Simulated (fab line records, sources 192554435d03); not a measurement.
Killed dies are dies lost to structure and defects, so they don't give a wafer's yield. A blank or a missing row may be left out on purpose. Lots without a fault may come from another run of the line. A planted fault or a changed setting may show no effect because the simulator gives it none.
Split-lot experiment | flow n5_finfet | 7 lots, 21 wafers read, on a route of 1938 steps

THE SPLIT
At N5_BEOL_M3_VIA_ETCH_34 (etches the open film in C4F6/O2, target depth 69.4 nm, time 65.9 s), the setting time_s was moved away from the recipe's 65.9 s on 9 of the 21 wafers read, by -16.1% to +21.6%. The other wafers ran this setting at the recipe's value.

The reading is taken at the split's own step.

THE READING
SOC_of_BEOL_M3_COAT_67.thk_nm (the simulator's own value, which no gauge read), in nm, at N5_BEOL_M3_VIA_ETCH_34 (etches the open film in C4F6/O2, target depth 69.4 nm, time 65.9 s). The file gives no usual value for it. The 12 wafers here that ran the recipe average 52.1 nm, standard deviation 0.29 nm.

wafer  | tool, chamber at the split | time_s as run, s | against the recipe | SOC_of_BEOL_M3_COAT_67.thk_nm, nm | against lot-mates on the recipe
L081.2 | rie_diel-02, 2             | 73.77            | +11.9%             | 51.4                              | -0.4
L081.5 | rie_diel-02, 1             | 73.77            | +11.9%             | 50.8                              | -1.0
L081.6 | rie_diel-02, 0             | 65.9             | recipe             | 51.8                              | -
L085.1 | rie_diel-06, 2             | 55.27            | -16.1%             | 53.4                              | +1.2
L085.2 | rie_diel-06, 1             | 55.27            | -16.1%             | 53.4                              | +1.2
L085.6 | rie_diel-06, 1             | 65.9             | recipe             | 52.2                              | -
L083.2 | rie_diel-02, 2             | 65.9             | recipe             | 52.6                              | -
L083.4 | rie_diel-02, 3             | 65.9             | recipe             | 52                                | -
L083.5 | rie_diel-02, 2             | 61.1             | -7.3%              | 53                                | +0.7
L086.3 | rie_diel-04, 1             | 65.9             | recipe             | 51.6                              | -
L086.5 | rie_diel-04, 2             | 76.05            | +15.4%             | 51                                | -0.6
L086.6 | rie_diel-04, 3             | 76.05            | +15.4%             | 50.8                              | -0.8
L089.3 | rie_diel-06, 3             | 65.9             | recipe             | 52.4                              | -
L089.5 | rie_diel-06, 3             | 65.9             | recipe             | 52.4                              | -
L089.6 | rie_diel-06, 0             | 80.12            | +21.6%             | 50                                | -2.4
L090.2 | rie_diel-06, 2             | 65.9             | recipe             | 52.2                              | -
L090.4 | rie_diel-06, 1             | 55.99            | -15.0%             | 53.2                              | +1.2
L090.6 | rie_diel-06, 0             | 65.9             | recipe             | 51.8                              | -
L096.2 | rie_diel-06, 1             | 65.9             | recipe             | 52                                | -
L096.3 | rie_diel-06, 2             | 65.9             | recipe             | 52                                | -
L096.5 | rie_diel-06, 0             | 65.9             | recipe             | 51.8                              | -

THE FIT
A straight line over all 21 wafers: SOC_of_BEOL_M3_COAT_67.thk_nm changes by -0.0843 nm for each +1% of time_s; r = -0.95; the points scatter about the line by 0.27 nm.
The same after taking each lot's own level away (the mean of its wafers on the recipe; 21 wafers): -0.0754 nm for each +1%; r = -0.94; scatter 0.29 nm.
On that fit, the largest move of time_s shifts the reading by 1.6 nm.
The lots' own levels span 51.60 to 52.40 nm, that is 2.8 times the standard deviation above.
So the lot-to-lot level changes the slope: the two fits differ.
Check: with one of the wafers moved furthest among these (+21.6%) left out of the fit, the line predicts -1.31 nm for it against its lot-mates. It came out at -2.4 nm against them.

OTHER SPLITS ON THESE WAFERS
These wafers also went through other splits before the reading. Each is held against what the fit with the lots' levels taken away leaves over:
other split on the same wafers         | wafers away from the commonest value | r with SOC_of_BEOL_M3_COAT_67.thk_nm (lot level and that fit taken away)
N5_MOL_CONTACT_COAG_ALD_123 ald_cycles | 7                                    | -0.18
N5_MOL_CONTACT_COAG_PECVD_31 temp_c    | 7                                    | -0.15
N5_BEOL_M0_SAQP_EXPOSE_11 dose_mj      | 6                                    | +0.24
N5_BEOL_M0_ETCH_128 source_w           | 11                                   | +0.05
N5_BEOL_M1_ETCH_70 bias_w              | 8                                    | -0.43
N5_BEOL_M1_TRENCH_ETCH_37 time_s       | 5                                    | -0.12
N5_BEOL_M2_EXPOSE_08 dose_mj           | 6                                    | -0.20
N5_BEOL_M2_ETCH_70 source_w            | 12                                   | -0.05
N5_BEOL_M2_TRENCH_ETCH_37 bias_w       | 6                                    | +0.48

THE WHOLE CHAIN: every reading that the file lists as answering this split, in the file's order
step                   | what it does                                                       | reading                                                                        | change (the file's fit)                | r (the file's)
N5_BEOL_M3_VIA_ETCH_34 | etches the open film in C4F6/O2, target depth 69.4 nm, time 65.9 s | etch.depth_nm (the simulator's own value, which no gauge read)                 | +0.744 nm for each +1% of the setting  | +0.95
N5_BEOL_M3_VIA_ETCH_34 | etches the open film in C4F6/O2, target depth 69.4 nm, time 65.9 s | SOC_of_BEOL_M3_COAT_67.thk_nm (the simulator's own value, which no gauge read) | -0.0819 nm for each +1% of the setting | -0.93

THE FILE'S OWN FIT
SOC_of_BEOL_M3_COAT_67.thk_nm changes by -0.0819 nm for each +1% of time_s, r = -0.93.
